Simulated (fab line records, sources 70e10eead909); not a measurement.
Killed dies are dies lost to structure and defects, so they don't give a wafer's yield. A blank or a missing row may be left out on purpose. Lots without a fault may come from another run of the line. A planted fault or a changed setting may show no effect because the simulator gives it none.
Which tool did it? | flow nand_harc | 6 lots, 18 wafers sampled, at 3 steps of a route of 1302

WHAT THE GAUGES READ, wafer by wafer
NHARC_A_ONON_D1_THK_MEAS_21: measures by ellipsometry.
lot  | measured     | on            | thk_nm (nm)
L627 | day 8 19:17  | film_metro-01 | 1018 1018 1020
L630 | day 9 22:39  | film_metro-02 | 1002 1002 1001
L632 | day 10 16:53 | film_metro-02 | 1005 1006 1004
L638 | day 13 07:23 | film_metro-02 | 1013 1012 1012
L644 | day 15 17:56 | film_metro-01 | 1016 1016 1017
L648 | day 17 09:38 | film_metro-01 | 1580 1581 1581

WHICH TOOL RAN EACH LOT (tool, then ch and the chambers of the sampled wafers, then the start)
lot  | NHARC_A_ZERO_WELL_ETCH_13        | NHARC_A_ONON_D1_DEP_19
L627 | rie_si-06 ch 0,1,3, day 7 10:11  | pecvd_onon-03 ch 0, day 8 18:51
L630 | rie_si-04 ch 0,1,3, day 8 12:40  | pecvd_onon-02 ch 0, day 9 22:12
L632 | rie_si-06 ch 0,1,3, day 9 07:12  | pecvd_onon-01 ch 0, day 10 16:26
L638 | rie_si-06 ch 0,2,3, day 11 22:52 | pecvd_onon-02 ch 0, day 13 06:52
L644 | rie_si-06 ch 1,2,3, day 14 09:10 | pecvd_onon-01 ch 0, day 15 17:28
L648 | rie_si-06 ch 1,2,3, day 15 23:20 | pecvd_onon-01 ch 0, day 17 09:08
- NHARC_A_ZERO_WELL_ETCH_13: etches the open film in HBr/Cl2, target depth 120 nm, time 40.1 s.
- NHARC_A_ONON_D1_DEP_19: target thk 1000 nm.

THE ANSWER, worked out from the rows above alone
Rule: what is usual is taken from the lots themselves. Put in order of their means at a reading, lots are off if they are a third of the lots or fewer, leave a main group of 4 or more, and stand apart from it by a gap of 3 or more times the standard deviation of the main group's means; of several such gaps the widest counts. A main group whose means are all the same, to the digits that the tables above print for the reading, isn't used. A lot without any number at a reading at which 4 lots or more have one is off too. The other lots that the step has rows for count as sound.
Off: L648, at NHARC_A_ONON_D1_THK_MEAS_21 (thk_nm). The main group: mean 1011 nm, standard deviation 6.5.
A tool fits if, at a process step before that reading, it ran every lot that is off, and no sound lot after the first of them. The gauges at NHARC_A_ONON_D1_THK_MEAS_21 are tried like those tools. Can't be told from this: 3 tools fit, rie_si-06 at NHARC_A_ZERO_WELL_ETCH_13, pecvd_onon-01 at NHARC_A_ONON_D1_DEP_19, film_metro-01 at NHARC_A_ONON_D1_THK_MEAS_21.

WHAT THE SIMULATOR HAD PUT IN
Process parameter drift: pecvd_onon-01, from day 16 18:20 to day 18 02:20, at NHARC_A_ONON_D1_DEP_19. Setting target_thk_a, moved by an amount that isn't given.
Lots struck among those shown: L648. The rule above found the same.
